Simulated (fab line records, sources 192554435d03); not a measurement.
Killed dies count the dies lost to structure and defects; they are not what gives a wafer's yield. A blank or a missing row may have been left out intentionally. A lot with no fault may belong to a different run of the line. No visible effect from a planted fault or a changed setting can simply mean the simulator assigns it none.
Chamber matching :: flow n5 finfet :: N5_BEOL_M0_ETCH_128 on rie diel-05 has 4 sister chambers
The step etches SiCN in CF4/N2, target depth 12 nm, overetch 5.1 nm, time 21.4 s. 8 wafers are shown with their chamber, then 12 later ones without.

## WAFERS, EACH WITH ITS CHAMBER
wafer: L076.3
chamber: 3
showerhead plenum p Torr (Torr): 2.10
throttle valve pct (%): 15.52

wafer: L079.4
chamber: 0
showerhead plenum p Torr (Torr): 2.32
throttle valve pct (%): 15.71

wafer: L081.2
chamber: 1
showerhead plenum p Torr (Torr): 2.17
throttle valve pct (%): 15.26

wafer: L081.3
chamber: 0
showerhead plenum p Torr (Torr): 2.32
throttle valve pct (%): 15.71

wafer: L081.4
chamber: 2
showerhead plenum p Torr (Torr): 2.32
throttle valve pct (%): 15.13

wafer: L084.1
chamber: 1
showerhead plenum p Torr (Torr): 2.17
throttle valve pct (%): 15.28

wafer: L084.2
chamber: 3
showerhead plenum p Torr (Torr): 2.09
throttle valve pct (%): 15.54

wafer: L084.4
chamber: 2
showerhead plenum p Torr (Torr): 2.32
throttle valve pct (%): 15.14

## WAFERS WITH NO CHAMBER GIVEN
wafer: L086.1
showerhead plenum p Torr (Torr): 2.31
throttle valve pct (%): 15.74

wafer: L086.2
showerhead plenum p Torr (Torr): 2.09
throttle valve pct (%): 15.54

wafer: L086.4
showerhead plenum p Torr (Torr): 2.32
throttle valve pct (%): 15.17

wafer: L088.3
showerhead plenum p Torr (Torr): 2.09
throttle valve pct (%): 15.55

wafer: L088.4
showerhead plenum p Torr (Torr): 2.32
throttle valve pct (%): 15.19

wafer: L088.5
showerhead plenum p Torr (Torr): 2.32
throttle valve pct (%): 15.17

wafer: L092.1
showerhead plenum p Torr (Torr): 2.16
throttle valve pct (%): 15.33

wafer: L092.2
showerhead plenum p Torr (Torr): 2.31
throttle valve pct (%): 15.76

wafer: L092.5
showerhead plenum p Torr (Torr): 2.08
throttle valve pct (%): 15.58

wafer: L093.3
showerhead plenum p Torr (Torr): 2.16
throttle valve pct (%): 15.33

wafer: L093.4
showerhead plenum p Torr (Torr): 2.16
throttle valve pct (%): 15.34

wafer: L093.6
showerhead plenum p Torr (Torr): 2.31
throttle valve pct (%): 15.76

## WHICH CHAMBER EACH WENT THROUGH
wafer: L086.1
from the rows above: 0
in truth: 0

wafer: L086.2
from the rows above: 3
in truth: 3

wafer: L086.4
from the rows above: 2
in truth: 2

wafer: L088.3
from the rows above: 3
in truth: 3

wafer: L088.4
from the rows above: 2
in truth: 2

wafer: L088.5
from the rows above: 2
in truth: 2

wafer: L092.1
from the rows above: 1
in truth: 1

wafer: L092.2
from the rows above: 0
in truth: 0

wafer: L092.5
from the rows above: 3
in truth: 3

wafer: L093.3
from the rows above: 1
in truth: 1

wafer: L093.4
from the rows above: 1
in truth: 1

wafer: L093.6
from the rows above: 0
in truth: 0
12 of 12 placed correctly. From these rows, 0 cannot be placed. 0 placed wrongly.
How it was worked out, from the rows above alone: a wafer's distance from a chamber is the root of the sum, over the readings, of the square of ((its reading less the chamber's mean) divided by the reading's scatter). If the next closest chamber is less than 2 further off than the closest, the wafer can't be placed; otherwise it belongs to the closest. A chamber's mean is the mean of its shown wafers. The scatter: the root of (the sum of the squares of (reading less its chamber's mean) over the shown wafers, divided by (wafers less chambers)).
